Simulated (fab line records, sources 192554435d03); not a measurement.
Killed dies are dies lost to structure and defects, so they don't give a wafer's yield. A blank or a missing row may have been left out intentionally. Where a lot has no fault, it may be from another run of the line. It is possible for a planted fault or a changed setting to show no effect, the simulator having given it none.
Chamber matching || flow n5Finfet || N5_MIM_BOT_ETCH_ETCH_04 on rieDiel-05 has 4 sister chambers
The step etches SiNx in CF4/O2, target depth 26 nm, time 13 s. 4 wafers are shown with their chamber, then 8 later ones without.

## WAFERS, EACH WITH ITS CHAMBER
{"wafer": "L081.5", "chamber": 2, "showerheadPlenumPTorr (Torr)": 2.17}
{"wafer": "L081.6", "chamber": 0, "showerheadPlenumPTorr (Torr)": 2.15}
{"wafer": "L084.1", "chamber": 3, "showerheadPlenumPTorr (Torr)": 2.16}
{"wafer": "L096.2", "chamber": 1, "showerheadPlenumPTorr (Torr)": 2.34}

## WAFERS WITHOUT THEIR CHAMBER
{"wafer": "L096.4", "showerheadPlenumPTorr (Torr)": 2.17}
{"wafer": "L096.6", "showerheadPlenumPTorr (Torr)": 2.34}
{"wafer": "L092.2", "showerheadPlenumPTorr (Torr)": 2.33}
{"wafer": "L092.4", "showerheadPlenumPTorr (Torr)": 2.33}
{"wafer": "L092.6", "showerheadPlenumPTorr (Torr)": 2.13}
{"wafer": "L097.1", "showerheadPlenumPTorr (Torr)": 2.15}
{"wafer": "L097.2", "showerheadPlenumPTorr (Torr)": 2.16}
{"wafer": "L097.6", "showerheadPlenumPTorr (Torr)": 2.15}

## WHICH CHAMBER EACH WENT THROUGH
{"wafer": "L096.4", "from the rows above": "can't be placed: 2 or 3", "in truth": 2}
{"wafer": "L096.6", "from the rows above": 1, "in truth": 1}
{"wafer": "L092.2", "from the rows above": 1, "in truth": 1}
{"wafer": "L092.4", "from the rows above": 1, "in truth": 1}
{"wafer": "L092.6", "from the rows above": "can't be placed: 0 or 3", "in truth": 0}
{"wafer": "L097.1", "from the rows above": "can't be placed: 0 or 3", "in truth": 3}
{"wafer": "L097.2", "from the rows above": "can't be placed: 3 or 2 or 0", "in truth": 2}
{"wafer": "L097.6", "from the rows above": "can't be placed: 0 or 3", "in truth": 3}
3 of 8 placed correctly. From these rows, 5 cannot be placed; in 5 the true chamber is one of the candidates. Number placed wrongly: 0.
How it was worked out, from the rows above alone: a wafer's distance from a chamber is the root of the sum, over the readings, of the square of ((its reading less the chamber's mean) divided by the reading's scatter). The wafer belongs to the nearest chamber; if the next one is less than 2 further off, it can't be placed. A chamber's mean is the mean of its shown wafers. The scatter (one wafer shown for each chamber): square how far every hidden wafer sits from the nearest shown wafer, average those squares and take the square root.
